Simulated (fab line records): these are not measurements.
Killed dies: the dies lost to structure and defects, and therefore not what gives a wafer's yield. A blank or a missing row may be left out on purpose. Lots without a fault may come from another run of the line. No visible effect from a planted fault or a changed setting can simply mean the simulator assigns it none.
Split-lot study || flow n5Finfet || 21 wafers read across 7 lots, on a route 1938 steps long

== ON THE SPLIT ==
At N5_PASSIVATION_ETCH_15 (etches SiCN in CF4/N2, target depth 75 nm, time 81.2 s), the setting biasW was moved away from the recipe's 70 W on 4 of the 21 wafers read, by -16.8% to +17.2%. This setting was run at the recipe's value on the other wafers.

The split's own step is where the reading is taken.

== THE READING ==
rfVppV, in V, at N5_PASSIVATION_ETCH_15 (etches SiCN in CF4/N2, target depth 75 nm, time 81.2 s). On this fab line, fault-free wafers typically give 382.2 V with a standard deviation of 1.7 V.

{"wafer": "L077.1", "tool, chamber at the split": "rieDiel-05, 2", "biasW as run, W": 70, "against the recipe": "recipe", "rfVppV, V": 380.7, "against lot-mates on the recipe": "-"}
{"wafer": "L077.3", "tool, chamber at the split": "rieDiel-05, 0", "biasW as run, W": 70, "against the recipe": "recipe", "rfVppV, V": 380.3, "against lot-mates on the recipe": "-"}
{"wafer": "L077.5", "tool, chamber at the split": "rieDiel-05, 0", "biasW as run, W": 58.21, "against the recipe": "-16.8%", "rfVppV, V": 340.9, "against lot-mates on the recipe": -39.6}
{"wafer": "L079.1", "tool, chamber at the split": "rieDiel-01, 0", "biasW as run, W": 70, "against the recipe": "recipe", "rfVppV, V": 381.9, "against lot-mates on the recipe": "-"}
{"wafer": "L079.2", "tool, chamber at the split": "rieDiel-01, 2", "biasW as run, W": 70, "against the recipe": "recipe", "rfVppV, V": 382.7, "against lot-mates on the recipe": "-"}
{"wafer": "L079.4", "tool, chamber at the split": "rieDiel-01, 1", "biasW as run, W": 70, "against the recipe": "recipe", "rfVppV, V": 382.7, "against lot-mates on the recipe": "-"}
{"wafer": "L083.4", "tool, chamber at the split": "rieDiel-01, 3", "biasW as run, W": 70, "against the recipe": "recipe", "rfVppV, V": 378.9, "against lot-mates on the recipe": "-"}
{"wafer": "L083.5", "tool, chamber at the split": "rieDiel-01, 0", "biasW as run, W": 74.71, "against the recipe": "+6.7%", "rfVppV, V": 402.2, "against lot-mates on the recipe": "+22.1"}
{"wafer": "L083.6", "tool, chamber at the split": "rieDiel-01, 1", "biasW as run, W": 70, "against the recipe": "recipe", "rfVppV, V": 381.4, "against lot-mates on the recipe": "-"}
{"wafer": "L084.2", "tool, chamber at the split": "rieDiel-02, 2", "biasW as run, W": 70, "against the recipe": "recipe", "rfVppV, V": 385.2, "against lot-mates on the recipe": "-"}
{"wafer": "L084.3", "tool, chamber at the split": "rieDiel-02, 1", "biasW as run, W": 70, "against the recipe": "recipe", "rfVppV, V": 381.3, "against lot-mates on the recipe": "-"}
{"wafer": "L084.5", "tool, chamber at the split": "rieDiel-02, 3", "biasW as run, W": 78.48, "against the recipe": "+12.1%", "rfVppV, V": 412.1, "against lot-mates on the recipe": "+28.9"}
{"wafer": "L086.2", "tool, chamber at the split": "rieDiel-01, 2", "biasW as run, W": 70, "against the recipe": "recipe", "rfVppV, V": 382.3, "against lot-mates on the recipe": "-"}
{"wafer": "L086.4", "tool, chamber at the split": "rieDiel-01, 1", "biasW as run, W": 70, "against the recipe": "recipe", "rfVppV, V": 381.5, "against lot-mates on the recipe": "-"}
{"wafer": "L086.5", "tool, chamber at the split": "rieDiel-01, 1", "biasW as run, W": 70, "against the recipe": "recipe", "rfVppV, V": 381.8, "against lot-mates on the recipe": "-"}
{"wafer": "L087.1", "tool, chamber at the split": "rieDiel-01, 1", "biasW as run, W": 82.06, "against the recipe": "+17.2%", "rfVppV, V": 422.5, "against lot-mates on the recipe": "+41.1"}
{"wafer": "L087.3", "tool, chamber at the split": "rieDiel-01, 3", "biasW as run, W": 70, "against the recipe": "recipe", "rfVppV, V": 380.1, "against lot-mates on the recipe": "-"}
{"wafer": "L087.6", "tool, chamber at the split": "rieDiel-01, 1", "biasW as run, W": 70, "against the recipe": "recipe", "rfVppV, V": 382.7, "against lot-mates on the recipe": "-"}
{"wafer": "L094.1", "tool, chamber at the split": "rieDiel-05, 3", "biasW as run, W": 70, "against the recipe": "recipe", "rfVppV, V": 383.7, "against lot-mates on the recipe": "-"}
{"wafer": "L094.2", "tool, chamber at the split": "rieDiel-05, 1", "biasW as run, W": 70, "against the recipe": "recipe", "rfVppV, V": 379.4, "against lot-mates on the recipe": "-"}
{"wafer": "L094.6", "tool, chamber at the split": "rieDiel-05, 1", "biasW as run, W": 70, "against the recipe": "recipe", "rfVppV, V": 377.7, "against lot-mates on the recipe": "-"}

FIT RESULTS
A straight line over all 21 wafers: rfVppV changes by +2.46 V for each +1% of biasW; r = +0.99; the points scatter about the line by 2 V.
The same after taking each lot's own level away (the mean of its wafers on the recipe; 21 wafers): +2.42 V for each +1%; r = +0.99; scatter 1.9 V.
Per that fit: largest biasW move, reading shift of 42 V.
The span of the lots' own levels, 380.15 to 383.25 V, comes to 1.8 times the standard deviation stated above.
Consequently the slope shifts little with the lot-to-lot level, the two slopes agreeing.
Check: with one of the wafers moved furthest among these (+17.2%) left out of the fit, the line predicts +42.5 V for it against its lot-mates. Against them it came out at +41.1 V.
Tool readings at the split's step, against how far the setting was moved: rfVppV r = +0.99.

== OTHER SPLITS APPLIED TO THESE WAFERS ==
Before the reading, these wafers also passed through other splits. Each is held against what the fit with the lots' levels taken away leaves over:
{"other split on the same wafers": "N5_BEOL_M10_COAT_64 spinRpm", "wafers away from the commonest value": 9, "r with rfVppV (lot level and that fit taken away)": "+0.48"}
{"other split on the same wafers": "N5_BEOL_M11_VIA_ETCH_34 timeS", "wafers away from the commonest value": 11, "r with rfVppV (lot level and that fit taken away)": "+0.17"}
{"other split on the same wafers": "N5_BEOL_M13_COAT_22 spinRpm", "wafers away from the commonest value": 2, "r with rfVppV (lot level and that fit taken away)": "+0.11"}
{"other split on the same wafers": "N5_BEOL_M13_EXPOSE_25 doseMj", "wafers away from the commonest value": 6, "r with rfVppV (lot level and that fit taken away)": -0.07}
{"other split on the same wafers": "N5_BEOL_M13_SPUTTER_43 timeS", "wafers away from the commonest value": 8, "r with rfVppV (lot level and that fit taken away)": "+0.00"}
{"other split on the same wafers": "N5_BEOL_M13_DEP_53 timeS", "wafers away from the commonest value": 6, "r with rfVppV (lot level and that fit taken away)": "+0.13"}
{"other split on the same wafers": "N5_BEOL_M15_SPUTTER_44 powerW", "wafers away from the commonest value": 4, "r with rfVppV (lot level and that fit taken away)": -0.18}
{"other split on the same wafers": "N5_PASSIVATION_PECVD_00 timeS", "wafers away from the commonest value": 5, "r with rfVppV (lot level and that fit taken away)": "+0.05"}

== THE FILE'S OWN FIT ==
rfVppV changes by +2.42 V for each +1% of biasW, r = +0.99.
